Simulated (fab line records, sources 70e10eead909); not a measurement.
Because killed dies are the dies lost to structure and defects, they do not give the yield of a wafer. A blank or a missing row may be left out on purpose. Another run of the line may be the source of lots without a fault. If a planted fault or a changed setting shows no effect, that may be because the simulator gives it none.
Which tool did it? :: flow nandHarc :: Sampling: 12 lots, 36 wafers, 5 of 1159 route steps

## WHAT THE GAUGES READ, wafer by wafer
NHARC_END_SORT_01. Usual: defectLimitedYield 95.1 %, standard deviation 1.7; killedAtArray 29, standard deviation 11; killedAtOther 0.5, standard deviation 0.85; killedAtPeriphery 3.0, standard deviation 2.3; killedDies 33, standard deviation 12; killedOpen 3.3, standard deviation 1.9; killedShort 2.0, standard deviation 1.5; sort_bin_2_pct 1.5 %, standard deviation 0.66; sort_bin_3_pct 0.25 %, standard deviation 0.21; sort_bin_4_pct 3.1 %, standard deviation 1.2; sortNPass 644, standard deviation 12; sortRimYieldPct 96.7 %, standard deviation 2; sortYieldPct 95.1 %, standard deviation 1.7.
lot: L541
measured: day 24 20:12
on: prober-01
defectLimitedYield (%): 96.3 94.8 95.4
killedAtArray: 21 32 30
killedAtOther: 1 0 0
killedAtPeriphery: 3 3 1
killedDies: 25 35 31
killedOpen: 3 8 3
killedShort: 1 1 1
sort_bin_2_pct (%): 0.4 1.8 0.9
sort_bin_3_pct (%): 0.30 0.15 0.30
sort_bin_4_pct (%): 3.0 3.2 3.4
sortNPass: 652 642 646
sortRimYieldPct (%): 95.3 94.3 99.1
sortYieldPct (%): 96.3 94.8 95.4
flag: 

lot: L543
measured: day 25 08:05
on: prober-02
defectLimitedYield (%): 98.2 97.6 98.4
killedAtArray: 11 14 9
killedAtOther: 0 0 0
killedAtPeriphery: 1 2 2
killedDies: 12 16 11
killedOpen: 3 3 3
killedShort: 4 2 0
sort_bin_2_pct (%): 0.6 0.4 0.3
sort_bin_3_pct (%): 0.15 0.15 0.15
sort_bin_4_pct (%): 1.0 1.8 1.2
sortNPass: 665 661 666
sortRimYieldPct (%): 100.0 99.1 98.1
sortYieldPct (%): 98.2 97.6 98.4
flag: 

lot: L542
measured: day 25 03:59
on: prober-01
defectLimitedYield (%): 93.4 94.7 91.1
killedAtArray: 41 33 53
killedAtOther: 0 0 0
killedAtPeriphery: 4 3 7
killedDies: 45 36 60
killedOpen: 1 4 6
killedShort: 3 1 2
sort_bin_2_pct (%): 2.1 1.6 2.5
sort_bin_3_pct (%): 0.30 0.30 0.44
sort_bin_4_pct (%): 4.3 3.4 5.9
sortNPass: 632 641 617
sortRimYieldPct (%): 94.3 97.2 95.3
sortYieldPct (%): 93.4 94.7 91.1
flag: 

lot: L549
measured: day 25 15:51
on: prober-02
defectLimitedYield (%): 96.2 97.0 98.4
killedAtArray: 25 19 10
killedAtOther: 0 0 0
killedAtPeriphery: 1 1 1
killedDies: 26 20 11
killedOpen: 4 1 4
killedShort: 5 0 1
sort_bin_2_pct (%): 1.3 0.6 0.4
sort_bin_3_pct (%): 0.15 0.15 0
sort_bin_4_pct (%): 2.4 2.2 1.2
sortNPass: 651 657 666
sortRimYieldPct (%): 94.3 100.0 97.2
sortYieldPct (%): 96.2 97.0 98.4
flag: 

lot: L547
measured: day 25 21:56
on: prober-01
defectLimitedYield (%): 95.1 95.1 95.6
killedAtArray: 26 29 24
killedAtOther: 4 3 2
killedAtPeriphery: 3 1 4
killedDies: 33 33 30
killedOpen: 1 2 2
killedShort: 1 2 2
sort_bin_2_pct (%): 2.1 1.6 1.6
sort_bin_3_pct (%): 0.30 0.30 0.30
sort_bin_4_pct (%): 2.5 3.0 2.5
sortNPass: 644 644 647
sortRimYieldPct (%): 97.2 97.2 98.1
sortYieldPct (%): 95.1 95.1 95.6
flag: 

lot: L550
measured: day 26 11:43
on: prober-01
defectLimitedYield (%): 95.1 94.8 95.0
killedAtArray: 30 34 33
killedAtOther: 0 0 0
killedAtPeriphery: 3 1 1
killedDies: 33 35 34
killedOpen: 2 4 1
killedShort: 6 1 3
sort_bin_2_pct (%): 1.5 1.3 1.6
sort_bin_3_pct (%): 0.30 0.44 0
sort_bin_4_pct (%): 3.1 3.4 3.4
sortNPass: 644 642 643
sortRimYieldPct (%): 99.1 100.0 100.0
sortYieldPct (%): 95.1 94.8 95.0
flag: 

lot: L554
measured: day 26 15:18
on: prober-02
defectLimitedYield (%): 91.3 92.5 90.7
killedAtArray: 52 40 53
killedAtOther: 0 3 4
killedAtPeriphery: 7 8 6
killedDies: 59 51 63
killedOpen: 4 4 5
killedShort: 3 2 1
sort_bin_2_pct (%): 2.5 3.1 2.4
sort_bin_3_pct (%): 0.15 0.59 0.59
sort_bin_4_pct (%): 6.1 3.8 6.4
sortNPass: 618 626 614
sortRimYieldPct (%): 95.3 93.4 92.5
sortYieldPct (%): 91.3 92.5 90.7
flag: 

lot: L552
measured: day 26 23:06
on: prober-02
defectLimitedYield (%): 97.3 96.8 96.0
killedAtArray: 16 22 25
killedAtOther: 0 0 0
killedAtPeriphery: 2 0 2
killedDies: 18 22 27
killedOpen: 2 1 3
killedShort: 3 2 2
sort_bin_2_pct (%): 0.4 1.0 0.7
sort_bin_3_pct (%): 0 0 0.89
sort_bin_4_pct (%): 2.2 2.2 2.4
sortNPass: 659 655 650
sortRimYieldPct (%): 97.2 96.2 99.1
sortYieldPct (%): 97.3 96.8 96.0
flag: 

lot: L560
measured: day 27 06:56
on: prober-02
defectLimitedYield (%): 93.5 95.3 93.1
killedAtArray: 43 29 44
killedAtOther: 1 0 1
killedAtPeriphery: 0 3 2
killedDies: 44 32 47
killedOpen: 2 2 1
killedShort: 1 4 5
sort_bin_2_pct (%): 2.2 1.5 1.6
sort_bin_3_pct (%): 0.44 0.15 0.44
sort_bin_4_pct (%): 3.8 3.1 4.9
sortNPass: 633 645 630
sortRimYieldPct (%): 93.4 96.2 90.6
sortYieldPct (%): 93.5 95.3 93.1
flag: 

lot: L558
measured: day 27 12:46
on: prober-01
defectLimitedYield (%): 93.9 93.4 93.8
killedAtArray: 34 34 37
killedAtOther: 0 0 0
killedAtPeriphery: 7 11 5
killedDies: 41 45 42
killedOpen: 2 1 4
killedShort: 0 2 4
sort_bin_2_pct (%): 1.8 1.8 1.9
sort_bin_3_pct (%): 0.15 0.30 0.15
sort_bin_4_pct (%): 4.1 4.6 4.1
sortNPass: 636 632 635
sortRimYieldPct (%): 98.1 95.3 94.3
sortYieldPct (%): 93.9 93.4 93.8
flag: 

lot: L561
measured: day 27 22:31
on: prober-02
defectLimitedYield (%): 94.7 96.0 95.9
killedAtArray: 32 25 26
killedAtOther: 0 0 0
killedAtPeriphery: 4 2 2
killedDies: 36 27 28
killedOpen: 2 7 3
killedShort: 1 2 0
sort_bin_2_pct (%): 1.6 0.9 1.9
sort_bin_3_pct (%): 0.30 0.15 0.30
sort_bin_4_pct (%): 3.4 3.0 1.9
sortNPass: 641 650 649
sortRimYieldPct (%): 94.3 100.0 93.4
sortYieldPct (%): 94.7 96.0 95.9
flag: 

lot: L564
measured: day 28 14:04
on: prober-02
defectLimitedYield (%): 97.8 96.9 97.3
killedAtArray: 15 18 16
killedAtOther: 0 0 0
killedAtPeriphery: 0 3 2
killedDies: 15 21 18
killedOpen: 2 6 2
killedShort: 0 3 3
sort_bin_2_pct (%): 0.6 1.2 0.6
sort_bin_3_pct (%): 0 0.15 0.15
sort_bin_4_pct (%): 1.6 1.8 1.9
sortNPass: 662 656 659
sortRimYieldPct (%): 97.2 97.2 97.2
sortYieldPct (%): 97.8 96.9 97.3
flag: 

## EACH LOT AND THE TOOL THAT RAN IT (in order: tool; ch and the chambers of the sampled wafers; start)
lot: L541
NHARC_A_BLC_ETCH_18: rieDiel-12 ch 0,2,3, day 22 04:20 or earlier
NHARC_A_BLC_DEGAS_30: pvdSputter-02, day 22 04:20
NHARC_A_BLC_CVD_24: cvdW-01 ch 0,1, day 23 08:17 or earlier
NHARC_A_M0_ETCH_34: rieDiel-09 ch 1,2,3, day 23 08:17

lot: L543
NHARC_A_BLC_ETCH_18: rieDiel-01 ch 2,3, day 22 05:04 or earlier
NHARC_A_BLC_DEGAS_30: pvdSputter-01, day 22 05:04
NHARC_A_BLC_CVD_24: cvdW-02 ch 0,1, day 23 08:38 or earlier
NHARC_A_M0_ETCH_34: rieDiel-03 ch 1,3, day 23 08:38

lot: L542
NHARC_A_BLC_ETCH_18: rieDiel-12 ch 0,1, day 22 07:08 or earlier
NHARC_A_BLC_DEGAS_30: pvdSputter-03, day 22 07:08
NHARC_A_BLC_CVD_24: cvdW-02 ch 0,1, day 23 09:05 or earlier
NHARC_A_M0_ETCH_34: rieDiel-09 ch 1,3, day 23 09:05

lot: L549
NHARC_A_BLC_ETCH_18: rieDiel-11 ch 0,1, day 22 09:06 or earlier
NHARC_A_BLC_DEGAS_30: pvdSputter-03, day 22 09:06
NHARC_A_BLC_CVD_24: cvdW-01 ch 0,1, day 23 09:59 or earlier
NHARC_A_M0_ETCH_34: rieDiel-08 ch 0,1,3, day 23 09:59

lot: L547
NHARC_A_BLC_ETCH_18: rieDiel-12 ch 1,2, day 22 15:42 or earlier
NHARC_A_BLC_DEGAS_30: pvdSputter-03, day 22 15:42
NHARC_A_BLC_CVD_24: cvdW-02 ch 0,1, day 23 17:12 or earlier
NHARC_A_M0_ETCH_34: rieDiel-09 ch 0,1,3, day 23 17:12

lot: L550
NHARC_A_BLC_ETCH_18: rieDiel-12 ch 0,1,2, day 23 05:34 or earlier
NHARC_A_BLC_DEGAS_30: pvdSputter-01, day 23 05:34
NHARC_A_BLC_CVD_24: cvdW-02 ch 0,1, day 23 23:09 or earlier
NHARC_A_M0_ETCH_34: rieDiel-09 ch 0,1, day 23 23:09

lot: L554
NHARC_A_BLC_ETCH_18: rieDiel-12 ch 2,3, day 23 10:47 or earlier
NHARC_A_BLC_DEGAS_30: pvdSputter-03, day 23 10:47
NHARC_A_BLC_CVD_24: cvdW-02 ch 0,1, day 24 03:42 or earlier
NHARC_A_M0_ETCH_34: rieDiel-03 ch 1,3, day 24 03:42

lot: L552
NHARC_A_BLC_ETCH_18: rieDiel-01 ch 0,1,3, day 24 00:02 or earlier
NHARC_A_BLC_DEGAS_30: pvdSputter-01, day 24 00:02
NHARC_A_BLC_CVD_24: cvdW-02 ch 0,1, day 25 03:38 or earlier
NHARC_A_M0_ETCH_34: rieDiel-03 ch 0,3, day 25 03:38

lot: L560
NHARC_A_BLC_ETCH_18: rieDiel-12 ch 1,2,3, day 24 04:23 or earlier
NHARC_A_BLC_DEGAS_30: pvdSputter-02, day 24 04:23
NHARC_A_BLC_CVD_24: cvdW-01 ch 0,1, day 25 05:21 or earlier
NHARC_A_M0_ETCH_34: rieDiel-09 ch 1,2,3, day 25 05:21

lot: L558
NHARC_A_BLC_ETCH_18: rieDiel-01 ch 2,3, day 24 04:36
NHARC_A_BLC_DEGAS_30: pvdSputter-03, day 24 05:35
NHARC_A_BLC_CVD_24: cvdW-02 ch 0,1, day 25 05:41 or earlier
NHARC_A_M0_ETCH_34: rieDiel-03 ch 0,1,3, day 25 05:41

lot: L561
NHARC_A_BLC_ETCH_18: rieDiel-12 ch 0,2,3, day 24 16:04 or earlier
NHARC_A_BLC_DEGAS_30: pvdSputter-03, day 24 16:04
NHARC_A_BLC_CVD_24: cvdW-02 ch 0,1, day 25 11:49 or earlier
NHARC_A_M0_ETCH_34: rieDiel-09 ch 0,2, day 25 11:49

lot: L564
NHARC_A_BLC_ETCH_18: rieDiel-01 ch 2,3, day 25 18:49 or earlier
NHARC_A_BLC_DEGAS_30: pvdSputter-02, day 25 18:49
NHARC_A_BLC_CVD_24: cvdW-02 ch 0,1, day 26 12:41 or earlier
NHARC_A_M0_ETCH_34: rieDiel-08 ch 2,3, day 26 12:41
- NHARC_A_BLC_ETCH_18: etches the open film in C4F8/O2/Ar, target depth 910 nm.
- NHARC_A_BLC_DEGAS_30: time 60 s.
- NHARC_A_BLC_CVD_24: deposits W, target thk 150 nm, time 434 s.
- NHARC_A_M0_ETCH_34: etches the open film in N2/H2, target depth 40 nm, overetch 12 nm, time 43.94 s.

## AS READ BY THE TOOLS THEMSELVES (means over the sampled wafers that have a number; for cases with no such wafer, the mark the record gives instead)
NHARC_A_BLC_ETCH_18. Usual: oesProductAu 0.961 a.u., standard deviation 0.021; rfVppV 979 V, standard deviation 5.6.
lot: L541
tool: rieDiel-12
oesProductAu (a.u.): 0.976
rfVppV (V): 979
flag: 

lot: L543
tool: rieDiel-01
oesProductAu (a.u.): 0.973
rfVppV (V): 980
flag: 

lot: L542
tool: rieDiel-12
oesProductAu (a.u.): 0.965
rfVppV (V): 977
flag: 

lot: L549
tool: rieDiel-11
oesProductAu (a.u.): 0.958
rfVppV (V): 983
flag: 

lot: L547
tool: rieDiel-12
oesProductAu (a.u.): 0.968
rfVppV (V): 979
flag: 

lot: L550
tool: rieDiel-12
oesProductAu (a.u.): 0.984
rfVppV (V): 976
flag: 

lot: L554
tool: rieDiel-12
oesProductAu (a.u.): 0.951
rfVppV (V): 982
flag: 

lot: L552
tool: rieDiel-01
oesProductAu (a.u.): 0.931
rfVppV (V): 976
flag: 

lot: L560
tool: rieDiel-12
oesProductAu (a.u.): 0.930
rfVppV (V): 980
flag: 

lot: L558
tool: rieDiel-01
oesProductAu (a.u.): 1.010
rfVppV (V): 982
flag: 

lot: L561
tool: rieDiel-12
oesProductAu (a.u.): 0.970
rfVppV (V): 977
flag: 

lot: L564
tool: rieDiel-01
oesProductAu (a.u.): 0.976
rfVppV (V): 983
flag: 

NHARC_A_BLC_DEGAS_30. Usual: heaterPowerW at 470 W, with a standard deviation of 49.
lot: L541
tool: pvdSputter-02
heaterPowerW (W): 466
flag: 

lot: L543
tool: pvdSputter-01
heaterPowerW (W): 488
flag: 

lot: L542
tool: pvdSputter-03
heaterPowerW (W): 426
flag: 

lot: L549
tool: pvdSputter-03
heaterPowerW (W): 430
flag: 

lot: L547
tool: pvdSputter-03
heaterPowerW (W): 443
flag: 

lot: L550
tool: pvdSputter-01
heaterPowerW (W): 493
flag: 

lot: L554
tool: pvdSputter-03
heaterPowerW (W): 432
flag: 

lot: L552
tool: pvdSputter-01
heaterPowerW (W): 517
flag: 

lot: L560
tool: pvdSputter-02
heaterPowerW (W): 450
flag: 

lot: L558
tool: pvdSputter-03
heaterPowerW (W): 435
flag: 

lot: L561
tool: pvdSputter-03
heaterPowerW (W): 425
flag: 

lot: L564
tool: pvdSputter-02
heaterPowerW (W): 553
flag: 

NHARC_A_BLC_CVD_24. Usual: heaterPowerW 475 W, standard deviation 61; throttleValvePct 7.8 %, standard deviation 0.34.
lot: L541
tool: cvdW-01
heaterPowerW (W): 423
throttleValvePct (%): 8.1
flag: 

lot: L543
tool: cvdW-02
heaterPowerW (W): 491
throttleValvePct (%): 7.9
flag: 

lot: L542
tool: cvdW-02
heaterPowerW (W): 473
throttleValvePct (%): 7.8
flag: 

lot: L549
tool: cvdW-01
heaterPowerW (W): 485
throttleValvePct (%): 8.0
flag: 

lot: L547
tool: cvdW-02
heaterPowerW (W): 476
throttleValvePct (%): 7.7
flag: 

lot: L550
tool: cvdW-02
heaterPowerW (W): 491
throttleValvePct (%): 8.0
flag: 

lot: L554
tool: cvdW-02
heaterPowerW (W): 471
throttleValvePct (%): 7.7
flag: 

lot: L552
tool: cvdW-02
heaterPowerW (W): 479
throttleValvePct (%): 7.4
flag: 

lot: L560
tool: cvdW-01
heaterPowerW (W): 475
throttleValvePct (%): 8.1
flag: 

lot: L558
tool: cvdW-02
heaterPowerW (W): 477
throttleValvePct (%): 7.5
flag: 

lot: L561
tool: cvdW-02
heaterPowerW (W): 503
throttleValvePct (%): 7.6
flag: 

lot: L564
tool: cvdW-02
heaterPowerW (W): 482
throttleValvePct (%): 7.4
flag: 

NHARC_A_M0_ETCH_34. Usual: drypumpMotorCurrentA 5.6 A, standard deviation 0.57; oesProductAu 1.000 a.u., standard deviation 0.0097; rfVppV 430.6 V, standard deviation 2.4; runLengthS 65.2 s, standard deviation 0.39; showerheadPlenumPTorr 2.04 Torr, standard deviation 0.083; throttleValvePct 14.172 %, standard deviation 0.0085.
lot: L541
tool: rieDiel-09
drypumpMotorCurrentA (A): 5.6
oesProductAu (a.u.): 0.995
rfVppV (V): 431.7
runLengthS (s): 65.2
showerheadPlenumPTorr (Torr): 2.07
throttleValvePct (%): 14.171
flag: 

lot: L543
tool: rieDiel-03
drypumpMotorCurrentA (A): 5.4
oesProductAu (a.u.): 1.002
rfVppV (V): 427.8
runLengthS (s): 65.0
showerheadPlenumPTorr (Torr): 1.94
throttleValvePct (%): 14.168
flag: 

lot: L542
tool: rieDiel-09
drypumpMotorCurrentA (A): 5.4
oesProductAu (a.u.): 0.999
rfVppV (V): 430.4
runLengthS (s): 64.9
showerheadPlenumPTorr (Torr): 2.05
throttleValvePct (%): 14.169
flag: 

lot: L549
tool: rieDiel-08
drypumpMotorCurrentA (A): 5.6
oesProductAu (a.u.): 0.997
rfVppV (V): 432.3
runLengthS (s): 65.2
showerheadPlenumPTorr (Torr): 2.07
throttleValvePct (%): 14.176
flag: 

lot: L547
tool: rieDiel-09
drypumpMotorCurrentA (A): 5.8
oesProductAu (a.u.): 0.999
rfVppV (V): 430.5
runLengthS (s): 65.0
showerheadPlenumPTorr (Torr): 2.04
throttleValvePct (%): 14.164
flag: 

lot: L550
tool: rieDiel-09
drypumpMotorCurrentA (A): 6.3
oesProductAu (a.u.): 0.993
rfVppV (V): 433.1
runLengthS (s): 65.0
showerheadPlenumPTorr (Torr): 2.10
throttleValvePct (%): 14.177
flag: 

lot: L554
tool: rieDiel-03
drypumpMotorCurrentA (A): 5.4
oesProductAu (a.u.): 1.010
rfVppV (V): 426.9
runLengthS (s): 65.0
showerheadPlenumPTorr (Torr): 1.94
throttleValvePct (%): 14.168
flag: 

lot: L552
tool: rieDiel-03
drypumpMotorCurrentA (A): 4.8
oesProductAu (a.u.): 0.999
rfVppV (V): 431.6
runLengthS (s): 56.7
showerheadPlenumPTorr (Torr): 2.08
throttleValvePct (%): 14.174
flag: OFF

lot: L560
tool: rieDiel-09
drypumpMotorCurrentA (A): 5.5
oesProductAu (a.u.): 0.993
rfVppV (V): 431.2
runLengthS (s): 65.1
showerheadPlenumPTorr (Torr): 2.07
throttleValvePct (%): 14.173
flag: 

lot: L558
tool: rieDiel-03
drypumpMotorCurrentA (A): 5.3
oesProductAu (a.u.): 0.997
rfVppV (V): 429.2
runLengthS (s): 60.9
showerheadPlenumPTorr (Torr): 2.01
throttleValvePct (%): 14.167
flag: OFF

lot: L561
tool: rieDiel-09
drypumpMotorCurrentA (A): 5.6
oesProductAu (a.u.): 0.995
rfVppV (V): 431.1
runLengthS (s): 65.7
showerheadPlenumPTorr (Torr): 2.04
throttleValvePct (%): 14.176
flag: 

lot: L564
tool: rieDiel-08
drypumpMotorCurrentA (A): 5.8
oesProductAu (a.u.): 1.007
rfVppV (V): 428.9
runLengthS (s): 65.3
showerheadPlenumPTorr (Torr): 1.98
throttleValvePct (%): 14.166
flag: 

## THE ANSWER, worked out from the rows above alone
Rule: take the mean of a lot's wafers that have a number; if it is more than 3 standard deviations from the usual mean, the lot is off. A lot without any number at a reading at which 4 lots or more have one is off too. Any other lot the step has rows for is counted as sound. First the gauges in route order, then the tools' own readings, where a lot's mean is used as printed above. The first step at which some lot is off is used, and at that step the reading that is off furthest; a lot without a number counts as furthest.
Off, at NHARC_A_M0_ETCH_34 on runLengthS: L552, L558.
A tool fits if, at that step or a process step before it, it ran every lot that is off, and no sound lot after the first of them. NHARC_A_BLC_ETCH_18 gives no start for some lots, so the hours and the order of its lots are those of NHARC_A_BLC_DEGAS_30. NHARC_A_BLC_CVD_24 gives no start for some lots, so the hours and the order of its lots are those of NHARC_A_M0_ETCH_34. One fits: rieDiel-03 at NHARC_A_M0_ETCH_34. A fault onset in the window from L554 (day 24 03:42, its last sound lot) to L552 (day 25 03:38, its first lot off) fits.
On the lots that are off, the tool's own readings at NHARC_A_M0_ETCH_34 differ by more than 5 times the standard deviation of the sound lots' means, which bears it out; runLengthS reads 58.8 s there versus 65.1 s on the sound lots.

## WHAT HAD BEEN PUT IN BY THE SIMULATOR
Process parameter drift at NHARC_A_M0_ETCH_34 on rieDiel-03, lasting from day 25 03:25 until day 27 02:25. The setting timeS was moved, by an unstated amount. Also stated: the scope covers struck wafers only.
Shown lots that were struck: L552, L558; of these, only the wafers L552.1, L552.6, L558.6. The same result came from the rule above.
